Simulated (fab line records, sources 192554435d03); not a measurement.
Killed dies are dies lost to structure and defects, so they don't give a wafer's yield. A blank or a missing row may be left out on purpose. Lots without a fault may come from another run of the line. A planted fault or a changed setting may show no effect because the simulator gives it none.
Chamber matching | flow n5_finfet | N5_BEOL_M7_ETCH_65 on rie_diel-01: 4 sister chambers
The step etches SiARC in CF4, target depth 15.6 nm, time 26 s. 4 wafers are shown with their chamber, then 9 later ones without.

WAFERS WITH THEIR CHAMBER
wafer  | chamber | showerhead_plenum_p_Torr (Torr)
L082.2 | 0       | 2.10
L086.2 | 1       | 2.08
L086.4 | 2       | 2.06
L086.5 | 3       | 2.23

WAFERS WITHOUT THEIR CHAMBER
wafer  | showerhead_plenum_p_Torr (Torr)
L087.1 | 2.10
L087.4 | 2.08
L087.5 | 2.10
L089.1 | 2.10
L089.4 | 2.22
L089.6 | 2.08
L088.2 | 2.06
L088.5 | 2.10
L088.6 | 2.22

WHICH CHAMBER EACH WENT THROUGH
wafer  | from the rows above | in truth
L087.1 | 0                   | 0
L087.4 | 1                   | 1
L087.5 | 0                   | 0
L089.1 | 0                   | 0
L089.4 | 3                   | 3
L089.6 | 1                   | 1
L088.2 | 2                   | 2
L088.5 | 0                   | 0
L088.6 | 3                   | 3
Placed correctly: 9 of 9. Can't be placed from these rows: 0. Placed wrongly: 0.
How it was worked out, from the rows above alone: a wafer's distance from a chamber is the root of the sum, over the readings, of the square of ((its reading less the chamber's mean) divided by the reading's scatter). The wafer belongs to the nearest chamber; if the next one is less than 2 further off, it can't be placed. A chamber's mean is the mean of its shown wafers. The scatter: with one shown wafer a chamber, the root of the mean of the squares of how far each hidden wafer lies from its nearest shown one.
